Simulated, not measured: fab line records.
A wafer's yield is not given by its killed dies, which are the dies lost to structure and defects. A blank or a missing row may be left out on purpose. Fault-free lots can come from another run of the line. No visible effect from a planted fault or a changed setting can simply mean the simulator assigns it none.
What tool caused it? ; flow n5_finfet ; Sampling: 11 lots, 30 wafers, 2 of 1938 route steps

== WHAT THE GAUGES READ, wafer by wafer ==
N5_BEOL_M14_CD_MEAS_28: target cd 284.4 nm.
lot;measured;on;cd_nm (nm)
L406;day 11 21:15;cd_sem-03;283.0 283.3 286.5
L404;day 11 22:55;cd_sem-01;281.8 283.6 284.9
L405;day 12 00:15;cd_sem-03;285.5 285.1 283.2
L407;day 12 12:49;cd_sem-02;283.7 285.4 285.2
L408;day 13 06:14;cd_sem-02;286.7 287.1 285.8
L418;day 15 10:50;cd_sem-02;284.0 285.5 285.7
L416;day 15 11:28;cd_sem-03;286.8 284.9 283.3
L421;day 16 23:51;cd_sem-02;286.0 285.0
L423;day 17 08:38;cd_sem-03;283.2 283.9
L425;day 18 08:28;cd_sem-02;282.2 285.2 283.8
L426;day 18 13:57;cd_sem-02;284.6 283.1

== WHICH TOOL RAN EACH LOT (tool, then ch and the chambers of the sampled wafers, then the start) ==
lot;N5_BEOL_M14_DESCUM_15
L406;rie_diel-06 ch 0,1,2, day 11 20:22
L404;rie_diel-04 ch 0,1,2, day 11 22:09
L405;rie_diel-06 ch 1,3, day 11 22:23
L407;rie_diel-05 ch 0,2,3, day 12 11:56
L408;rie_diel-05 ch 0,1,3, day 13 05:21
L418;rie_diel-05 ch 0,2,3, day 15 09:57
L416;rie_diel-06 ch 2,3, day 15 10:34
L421;rie_diel-04 ch 0,3, day 16 22:58
L423;rie_diel-05 ch 0, day 17 07:44
L425;rie_diel-05 ch 1,3, day 18 07:34
L426;rie_diel-04 ch 0,2, day 18 13:04
- N5_BEOL_M14_DESCUM_15: chemistry O2, time 7.9 s.

== THE ANSWER, worked out from the rows above alone ==
Rule: usual is defined by the lots themselves. The widest of any qualifying gaps counts: lots, ordered by their means at a reading, are off when they make up no more than a third of the lots, leave a main group of 4 or more, and stand apart from it by 3 or more times the standard deviation of that group's means. The tables above print the reading to a certain number of digits; a main group whose means all agree to those digits is not used. Also off: a lot with no number at a reading for which 4 or more lots have one. All remaining lots with rows at the step are treated as sound.
None of the lots is off at any reading shown; this tells nothing.

== WHAT WAS PUT IN BY THE SIMULATOR ==
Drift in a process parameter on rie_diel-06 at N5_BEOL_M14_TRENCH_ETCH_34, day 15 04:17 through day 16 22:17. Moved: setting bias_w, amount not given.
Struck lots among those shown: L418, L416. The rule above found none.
